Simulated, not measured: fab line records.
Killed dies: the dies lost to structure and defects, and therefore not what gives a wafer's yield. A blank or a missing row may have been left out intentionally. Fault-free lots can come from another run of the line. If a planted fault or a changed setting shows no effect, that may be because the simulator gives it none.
Problem report in the 8D (eight disciplines) form, filled by code ; flow n5-finfet ; the parts of the form that need people (team, actions taken, sign-off) are left out

1. THE ISSUE
Wafers without a fault read 14, standard deviation 5.6; killed_at_M4_up at N5_PASSIVATION_PROBE_49 reads a mean of 520 on 6 wafers belonging to 2 lots. That is +90 standard deviations from the usual mean.
First observed at day 15 04:51: wafer L620.2, on prober-01. The record holds 9 wafers of 3 lots with a number at this step. Rule for "out" (also "out of limits"): further than 4 standard deviations from the usual mean. Any other wafer with a number is counted as sound.

2. WHAT IT IS; WHAT IT IS NOT
question;is;is not
which readings at this step;killed_at_M4_up, defect-limited-yield, killed-dies, killed-on-rim, sort_bin_5_function, sort_bin_6_memory, sort-n-pass, sort-yield-pct;killed_at_M0_to_M3, killed-at-front-end, killed-at-other, killed-short, sort_bin_4_leakage
which lots;L620, L621;L618
which wafers of those lots;all that have a number;-
read on which tools;prober-01;prober-02
when;from day 15 04:51;up to then (3 sound wafers)

3. SUSPECTS, AND WHAT RULES EACH OUT
Counting: a tool stays on the suspect list if, at a process step up to the reading, it processed all lots that are out and no sound lot following the first of them.
- ecd-cu-01 at N5_BEOL_M10_ECD_50 (material Cu, target thk 318 nm): kept. All lots that are out passed through it, beginning with L620 at day 13 06:10, and no sound lot followed; its final sound lot before that point was L618 at day 12 20:17.
- prober-01 at N5_PASSIVATION_PROBE_49: kept. It ran every lot that is out, first L620 (day 15 04:51), and no sound lot after that. On those wafers its own readings are out: defect-limited-yield, killed_at_M4_up, killed-dies, killed-on-rim, sort_bin_5_function, sort_bin_6_memory, sort-n-pass, sort-yield-pct.
Left after counting: ecd-cu-01 at N5_BEOL_M10_ECD_50, prober-01 at N5_PASSIVATION_PROBE_49.

4. THE CAUSE (what the simulator had put in)
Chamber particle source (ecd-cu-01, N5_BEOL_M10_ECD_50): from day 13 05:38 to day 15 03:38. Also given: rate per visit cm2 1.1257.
Counting left 2 suspects, and this tool is among them.

5. SEQUENCE OF EFFECTS, ordered by route
Each row: a reading whose mean over the struck wafers that have a number lies more than 3 standard deviations from the usual. Only readings for which the record gives a usual standard deviation are gone through. hours: the time from each lot's start at the first step in this table that gives one to its start at this step, as a median over the lots. sigmas: the change in usual standard deviations.
hours;step;reading;usual;on struck wafers;change;sigmas
0;N5_PASSIVATION_PROBE_49;defect-limited-yield;91.4 %;49.8;-41.7;-30
0;N5_PASSIVATION_PROBE_49;killed_at_M4_up;14;520;+506;+90
0;N5_PASSIVATION_PROBE_49;killed-dies;101;593;+492;+31
0;N5_PASSIVATION_PROBE_49;killed-on-rim;13;82;+68;+18
0;N5_PASSIVATION_PROBE_49;sort_bin_5_function;5.1 %;32.4;+27.3;+31
0;N5_PASSIVATION_PROBE_49;sort_bin_6_memory;3.2 %;14.4;+11.2;+17
0;N5_PASSIVATION_PROBE_49;sort-n-pass;1079;587;-492;-31
0;N5_PASSIVATION_PROBE_49;sort-yield-pct;91.4 %;49.8;-41.7;-30
Here are the process steps it includes:
- N5_PASSIVATION_PROBE_49

6. HOW IT WOULD HAVE BEEN CAUGHT EARLIER
The fault began at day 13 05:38; the first out-of-limits reading in this record came at day 15 04:51, 47 hours later.
The start of N5_BEOL_M10_ECD_50 on ecd-cu-01 came by day 15 04:51 for every one of the lots that are out (2). A hold on the tool at that time would have spared none of them.
